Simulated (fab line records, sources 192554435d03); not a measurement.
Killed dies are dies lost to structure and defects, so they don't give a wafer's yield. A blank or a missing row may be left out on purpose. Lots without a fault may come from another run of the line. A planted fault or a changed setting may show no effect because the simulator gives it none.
Which tool did it? | flow n5_finfet | 9 lots, 27 wafers sampled, at 7 steps of a route of 1938

WHAT THE GAUGES READ, wafer by wafer
N5_GATE_CUT_THK_MEAS_24. Usual: GC_FILL_THK 221.6 nm, standard deviation 2.
lot  | measured     | on            | GC_FILL_THK (nm)  | flag
L206 | day 4 21:44  | film_metro-02 | 219.6 222.8 222.1 |
L207 | day 5 03:42  | film_metro-01 | 220.6 220.2 222.7 |
L209 | day 5 19:00  | film_metro-02 | 219.3 222.7 222.3 |
L211 | day 6 08:48  | film_metro-01 | 219.1 221.1 221.8 |
L212 | day 6 11:19  | film_metro-02 | 218.2 222.7 225.9 |
L213 | day 6 17:04  | film_metro-02 | 219.0 221.8 220.8 |
L221 | day 8 22:34  | film_metro-01 | 218.6 221.3 221.9 |
L225 | day 9 17:42  | film_metro-01 | 221.1 221.2 220.4 |
L228 | day 10 12:14 | film_metro-02 | 222.4 222.9 224.2 |

N5_MOL_CONTACT_COAG_CD_MEAS_08: target cd 28 nm. Usual: cd_nm 28.00 nm, standard deviation 0.25.
lot  | measured     | on        | cd_nm (nm)        | flag
L206 | day 4 22:54  | cd_sem-01 | 27.87 27.97 27.75 |
L207 | day 5 04:44  | cd_sem-02 | 27.68 28.00 27.95 |
L209 | day 5 20:10  | cd_sem-03 | 28.13 28.03 27.85 |
L211 | day 6 09:50  | cd_sem-02 | 28.33 28.04 27.92 |
L212 | day 6 12:22  | cd_sem-03 | 28.16 27.87 28.10 |
L213 | day 6 18:16  | cd_sem-03 | 28.40 28.00 28.13 |
L221 | day 8 23:36  | cd_sem-03 | 26.57 26.83 26.92 | OFF
L225 | day 9 18:52  | cd_sem-01 | 28.05 28.64 27.86 |
L228 | day 10 13:24 | cd_sem-01 | 27.97 27.67 28.44 |

N5_MOL_CONTACT_COAG_CD_MEAS_99: target cd 17.2 nm. Usual: cd_nm 17.3 nm, standard deviation 0.35.
lot  | measured     | on        | cd_nm (nm)     | flag
L206 | day 4 23:25  | cd_sem-01 | 16.7 17.5 17.1 |
L207 | day 5 05:56  | cd_sem-03 | 17.3 17.1 17.7 |
L209 | day 5 21:17  | cd_sem-02 | 16.8 17.3 17.8 |
L211 | day 6 10:22  | cd_sem-02 | 17.4 17.4 17.0 |
L212 | day 6 12:58  | cd_sem-03 | 16.9 17.6 17.5 |
L213 | day 6 18:47  | cd_sem-02 | 17.6 17.4 17.0 |
L221 | day 9 00:10  | cd_sem-02 | 16.0 16.6 15.9 | OFF
L225 | day 9 19:23  | cd_sem-03 | 17.5 17.2 17.3 |
L228 | day 10 13:56 | cd_sem-01 | 17.5 16.7 17.5 |

N5_BEOL_M4_RC_MEAS_101. Usual: DIBL_N 36.2 mV/V, standard deviation 1.6; DIBL_P 36.1 mV/V, standard deviation 2; IOFF_N 0.16 nA/um, standard deviation 0.032; IOFF_P 0.22 nA/um, standard deviation 0.036; ION_N 672 uA/um, standard deviation 11; ION_P 463 uA/um, standard deviation 7.5; RC_DENSE_N 18.9 ohm.um, standard deviation 0.46; RC_DENSE_P 23.6 ohm.um, standard deviation 0.64; RC_N 15.4 ohm.um, standard deviation 0.37; RC_P 19.3 ohm.um, standard deviation 0.52; SS_N 71.4 mV/dec, standard deviation 0.58; SS_P 73.2 mV/dec, standard deviation 0.67; VT_N 250 mV, standard deviation 3.3; VT_P -250 mV, standard deviation 3.3.
lot  | measured     | on        | DIBL_N (mV/V)  | DIBL_P (mV/V)  | IOFF_N (nA/um) | IOFF_P (nA/um) | ION_N (uA/um) | ION_P (uA/um) | RC_DENSE_N (ohm.um) | RC_DENSE_P (ohm.um) | RC_N (ohm.um)  | RC_P (ohm.um)  | SS_N (mV/dec)  | SS_P (mV/dec)  | VT_N (mV)   | VT_P (mV)      | flag
L206 | day 8 07:29  | prober-01 | 35.8 33.8 35.6 | 35.9 32.6 34.7 | 0.15 0.11 0.15 | 0.24 0.19 0.22 | 678 659 672   | 477 464 470   | 20.1 18.7 19.2      | 24.9 23.7 24.1      | 16.5 15.4 15.7 | 20.4 19.3 19.6 | 71.1 70.3 71.3 | 73.3 72.6 72.8 | 249 253 248 | -246 -251 -247 |
L207 | day 8 11:39  | prober-02 | 35.8 35.9 38.0 | 36.9 35.7 39.7 | 0.15 0.15 0.19 | 0.22 0.19 0.27 | 678 664 675   | 470 457 469   | 18.8 19.1 18.4      | 23.4 23.7 22.9      | 15.5 15.7 14.9 | 19.2 19.4 18.6 | 71.6 71.4 72.2 | 73.6 72.8 74.3 | 248 249 249 | -250 -252 -249 |
L209 | day 9 05:44  | prober-01 | 38.3 35.9 36.2 | 35.2 32.5 33.4 | 0.17 0.13 0.13 | 0.21 0.18 0.19 | 679 662 671   | 465 458 460   | 19.4 18.9 18.6      | 24.5 23.5 23.1      | 15.9 15.4 15.2 | 20.0 19.4 18.8 | 71.6 71.3 71.5 | 73.2 71.8 72.3 | 248 248 251 | -249 -251 -250 |
L211 | day 10 01:50 | prober-02 | 36.2 35.3 37.4 | 36.8 34.3 39.0 | 0.15 0.12 0.18 | 0.20 0.17 0.23 | 654 665 671   | 455 461 458   | 18.8 19.3 19.3      | 23.7 23.8 24.0      | 15.5 15.8 15.6 | 19.4 19.4 19.5 | 72.1 71.8 71.7 | 73.0 72.3 74.2 | 252 255 248 | -251 -253 -250 |
L212 | day 9 21:27  | prober-02 | 34.3 33.2 35.8 | 33.8 33.0 37.2 | 0.13 0.12 0.16 | 0.17 0.15 0.22 | 659 648 670   | 452 440 458   | 18.9 18.1 18.7      | 23.4 22.4 23.2      | 15.5 14.8 15.3 | 18.9 18.2 18.9 | 71.4 70.8 71.2 | 72.2 72.7 73.9 | 255 257 249 | -256 -258 -252 |
L213 | day 10 04:14 | prober-01 | 37.7 35.6 35.2 | 38.2 36.0 35.4 | 0.22 0.17 0.16 | 0.30 0.24 0.24 | 675 685 667   | 464 471 466   | 18.3 18.4 18.5      | 23.1 23.2 23.4      | 15.0 15.0 15.3 | 18.9 18.9 19.2 | 71.6 71.0 70.4 | 74.1 73.0 73.9 | 245 245 250 | -245 -248 -245 |
L221 | day 12 12:28 | prober-02 | 34.2 33.3 36.3 | 33.8 32.6 36.6 | 0.13 0.13 0.17 | 0.18 0.17 0.23 | 644 654 662   | 454 458 456   | 20.5 20.9 20.9      | 25.3 25.8 25.8      | 16.6 16.8 17.0 | 20.5 20.8 20.9 | 70.6 70.6 72.2 | 72.7 72.4 73.4 | 253 251 248 | -253 -251 -250 | OFF
L225 | day 13 17:14 | prober-02 | 40.5 37.6 38.3 | 38.1 34.2 34.9 | 0.21 0.15 0.16 | 0.27 0.20 0.20 | 666 660 653   | 462 462 457   | 18.9 19.4 18.6      | 23.2 23.9 23.0      | 15.3 15.7 15.2 | 18.9 19.2 18.7 | 71.8 71.4 71.7 | 73.7 72.6 72.8 | 246 250 251 | -247 -250 -250 |
L228 | day 15 03:51 | prober-02 | 38.7 36.5 34.7 | 39.5 37.2 35.7 | 0.20 0.16 0.13 | 0.25 0.22 0.20 | 694 679 661   | 469 470 465   | 19.0 20.1 18.5      | 23.4 25.4 23.1      | 15.3 16.6 15.1 | 19.2 20.6 18.9 | 72.4 72.2 71.4 | 73.6 73.4 72.2 | 244 250 252 | -246 -247 -252 |

WHICH TOOL RAN EACH LOT (tool, then ch and the chambers of the sampled wafers, then the start)
lot  | N5_GATE_CUT_VAPOR_ETCH_48         | N5_GATE_CUT_CMP_23           | N5_MOL_CONTACT_COAG_EXPOSE_05
L206 | rie_metal-03 ch 0,1, day 4 19:28  | cmp-02 ch 1,2,3, day 4 21:31 | euv_scanner-02 ch 0, day 4 22:46
L207 | rie_metal-02 ch 0,1, day 5 01:40  | cmp-02 ch 0,2,3, day 5 03:27 | euv_scanner-02 ch 0, day 5 04:37
L209 | rie_metal-01 ch 0,1, day 5 15:28  | cmp-03 ch 0,1,2, day 5 18:47 | euv_scanner-01 ch 0, day 5 20:02
L211 | rie_metal-02 ch 1, day 6 06:41    | cmp-03 ch 0,3, day 6 08:31   | euv_scanner-01 ch 0, day 6 09:43
L212 | rie_metal-02 ch 1, day 6 09:16    | cmp-02 ch 0,1, day 6 11:04   | euv_scanner-01 ch 0, day 6 12:14
L213 | rie_metal-03 ch 0, day 6 14:56    | cmp-03 ch 0,1, day 6 16:47   | euv_scanner-02 ch 0, day 6 18:08
L221 | rie_metal-02 ch 0,1, day 8 19:28  | cmp-03 ch 0,1,3, day 8 22:16 | euv_scanner-02 ch 0, day 8 23:28
L225 | rie_metal-02 ch 1, day 9 15:39    | cmp-02 ch 0,1,3, day 9 17:25 | euv_scanner-01 ch 0, day 9 18:44
L228 | rie_metal-02 ch 0,1, day 10 09:53 | cmp-03 ch 0,3, day 10 11:59  | euv_scanner-01 ch 0, day 10 13:16
- N5_GATE_CUT_VAPOR_ETCH_48: etches TiN in BCl3/Cl2.
- N5_GATE_CUT_CMP_23: polishes, stops on SiO2, t overpolish 23.4 s, target thk 16 nm.
- N5_MOL_CONTACT_COAG_EXPOSE_05: exposes mask CA, defocus 0 nm.

WHAT THE TOOLS THEMSELVES READ (means of the sampled wafers that have a number; where no wafer has one, the mark that the record gives instead)
N5_GATE_CUT_VAPOR_ETCH_48. Usual: drypump_motor_current_A 5.8 A, standard deviation 0.41; oes_product_au 0.74 a.u., standard deviation 0.12.
lot  | tool         | drypump_motor_current_A (A) | oes_product_au (a.u.) | flag
L206 | rie_metal-03 | 5.9                         | 0.66                  |
L207 | rie_metal-02 | 5.4                         | 0.81                  |
L209 | rie_metal-01 | 6.0                         | 0.65                  |
L211 | rie_metal-02 | 5.3                         | 0.86                  |
L212 | rie_metal-02 | 5.3                         | 0.86                  |
L213 | rie_metal-03 | 6.2                         | 0.78                  |
L221 | rie_metal-02 | 5.6                         | 0.74                  |
L225 | rie_metal-02 | 5.2                         | 0.84                  |
L228 | rie_metal-02 | 5.6                         | 0.73                  |

N5_GATE_CUT_CMP_23. Usual: motor_current_A 8.8 A, standard deviation 0.79; overpolish_run_s 23.401 s, standard deviation 0.0077; time_to_endpoint_s 19.3 s, standard deviation 2.4.
lot  | tool   | motor_current_A (A) | overpolish_run_s (s) | time_to_endpoint_s (s) | flag
L206 | cmp-02 | 8.8                 | 23.400               | 15.9                   |
L207 | cmp-02 | 8.7                 | 23.395               | 16.2                   |
L209 | cmp-03 | 9.0                 | 23.403               | 19.4                   |
L211 | cmp-03 | 8.4                 | 23.403               | 21.4                   |
L212 | cmp-02 | 8.5                 | 23.408               | 20.2                   |
L213 | cmp-03 | 8.0                 | 23.410               | 20.9                   |
L221 | cmp-03 | 8.5                 | 23.401               | 17.2                   |
L225 | cmp-02 | 8.5                 | 23.404               | 17.0                   |
L228 | cmp-03 | 7.9                 | 23.400               | 20.7                   |

N5_MOL_CONTACT_COAG_EXPOSE_05. Usual: exposure_dose_mJ_cm2 38.24, standard deviation 0.044.
lot  | tool           | exposure_dose_mJ_cm2 | flag
L206 | euv_scanner-02 | 38.22                |
L207 | euv_scanner-02 | 38.24                |
L209 | euv_scanner-01 | 38.26                |
L211 | euv_scanner-01 | 38.27                |
L212 | euv_scanner-01 | 38.30                |
L213 | euv_scanner-02 | 38.21                |
L221 | euv_scanner-02 | 38.60                | OFF
L225 | euv_scanner-01 | 38.23                |
L228 | euv_scanner-01 | 38.28                |

THE ANSWER, worked out from the rows above alone
Rule: a lot is off if the mean of its wafers that have a number lies more than 3 standard deviations from the usual mean. A lot without any number at a reading at which 4 lots or more have one is off too. The other lots that the step has rows for count as sound. The gauges are gone through in route order, then the tools' own readings, and for those a lot's mean is taken as printed above. The first step at which some lot is off is used, and at that step the reading that is off furthest; a lot without a number counts as furthest.
Off: L221, at N5_MOL_CONTACT_COAG_CD_MEAS_08 (cd_nm).
A tool fits if, at a process step before that reading, it ran every lot that is off, and no sound lot after the first of them. The gauges at N5_MOL_CONTACT_COAG_CD_MEAS_08 aren't tried: what is off there is off at N5_MOL_CONTACT_COAG_CD_MEAS_99 too, on other tools, and a gauge's error can't cause that. One fits: euv_scanner-02 at N5_MOL_CONTACT_COAG_EXPOSE_05. Its last sound lot is L213 (day 6 18:08), its first lot that is off L221 (day 8 23:28): a fault that began between those two fits.
The tool's own readings at N5_MOL_CONTACT_COAG_EXPOSE_05 bear it out: on the lots that are off they differ by more than 5 times the standard deviation of the sound lots' means. exposure_dose_mJ_cm2 reads 38.60 there against 38.25 on the sound lots.

WHAT THE SIMULATOR HAD PUT IN
Process parameter drift: euv_scanner-02, from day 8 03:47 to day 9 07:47, at N5_MOL_CONTACT_COAG_EXPOSE_05. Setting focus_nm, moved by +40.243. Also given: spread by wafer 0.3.
Lots struck among those shown: L221. The rule above found the same.
